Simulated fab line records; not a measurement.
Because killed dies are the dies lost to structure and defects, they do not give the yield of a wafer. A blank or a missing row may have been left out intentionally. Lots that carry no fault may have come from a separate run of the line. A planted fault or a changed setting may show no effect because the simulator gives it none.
Lot-split experiment -- flow n5_finfet -- 21 wafers read across 7 lots, on a route 1938 steps long

== SPLIT DETAILS ==
At N5_BEOL_M2_COAT_73 (time 60 s, resist thk 5 nm), the setting spin_rpm was moved away from the recipe's 1500 rpm on 11 of the 21 wafers read, by -10.5% to +10.3%. All remaining wafers had this setting at the recipe value.

== FROM THE SPLIT TO THE READING: what the file shows between them, 3 steps ==
- N5_BEOL_M2_COAT_05: resist thk 30 nm
- N5_BEOL_M2_EBR_07
- N5_BEOL_M2_DESCUM_16: chemistry O2, time 7 s

== THE READING ==
etch.depth_nm (the simulator's own value, which no gauge read), in nm, at N5_BEOL_M2_ETCH_74 (etches underlayer in N2/H2, target depth 6.5 nm, time 5.2 s). No usual value for it is given in the file. Average 5.013 nm, standard deviation 0.011 nm, over the 10 wafers here run with the recipe.

wafer,"tool, chamber at the split","spin_rpm as run, rpm",against the recipe,"etch.depth_nm, nm",against lot-mates on the recipe
L075.2,"litho_track-05, 0",1398,-6.8%,5.205,no lot-mate on the recipe
L075.3,"litho_track-05, 0",1398,-6.8%,5.203,no lot-mate on the recipe
L075.6,"litho_track-05, 0",1398,-6.8%,5.182,no lot-mate on the recipe
L079.1,"litho_track-05, 0",1500,recipe,5.029,-
L079.2,"litho_track-05, 0",1500,recipe,5.027,-
L079.5,"litho_track-05, 0",1654,+10.3%,4.787,-0.241
L085.1,"litho_track-04, 0",1343,-10.5%,5.283,no lot-mate on the recipe
L085.4,"litho_track-04, 0",1343,-10.5%,5.288,no lot-mate on the recipe
L085.5,"litho_track-04, 0",1343,-10.5%,5.287,no lot-mate on the recipe
L087.2,"litho_track-03, 0",1500,recipe,5.014,-
L087.5,"litho_track-03, 0",1500,recipe,5.009,-
L087.6,"litho_track-03, 0",1500,recipe,5.018,-
L088.2,"litho_track-05, 0",1439,-4.1%,5.112,+0.109
L088.4,"litho_track-05, 0",1500,recipe,5.003,-
L088.5,"litho_track-05, 0",1439,-4.1%,5.137,+0.134
L092.1,"litho_track-03, 0",1638,+9.2%,4.786,-0.230
L092.2,"litho_track-03, 0",1500,recipe,5.011,-
L092.5,"litho_track-03, 0",1500,recipe,5.021,-
L097.2,"litho_track-04, 0",1500,recipe,5.003,-
L097.3,"litho_track-04, 0",1417,-5.5%,5.148,+0.151
L097.4,"litho_track-04, 0",1500,recipe,4.99,-

THE FIT
A straight line over all 21 wafers: etch.depth_nm changes by -0.0251 nm for each +1% of spin_rpm; r = -1.00; the points scatter about the line by 0.013 nm.
The same after taking each lot's own level away (the mean of its wafers on the recipe; 15 wafers): -0.0254 nm for each +1%; r = -1.00; scatter 0.01 nm.
The reading moves by 0.27 nm for the largest change in spin_rpm, on that fit.
Measured against the standard deviation above, the lots' own levels, which go from 4.9965 to 5.0280 nm, span 2.8 times it.
The two slopes agree, so the slope changes little with the lot-to-lot level.
Check: for one of the wafers moved furthest among these (+10.3%), held out of the fit, the line's prediction against its lot-mates is -0.269 nm. Against them it came out at -0.241 nm.

== THESE WAFERS: OTHER SPLITS ==
These wafers also went through other splits before the reading. Each is held against what the fit with the lots' levels taken away leaves over:
other split on the same wafers,wafers away from the commonest value,r with etch.depth_nm (lot level and that fit taken away)
N5_BEOL_M0_ETCH_128 source_w,6,+0.24
N5_BEOL_M1_ETCH_74 bias_w,9,-0.46
N5_BEOL_M1_ETCH_64 bias_w,7,+0.12

== FILE'S OWN FIT ==
etch.depth_nm changes by -0.025 nm for each +1% of spin_rpm, r = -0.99.
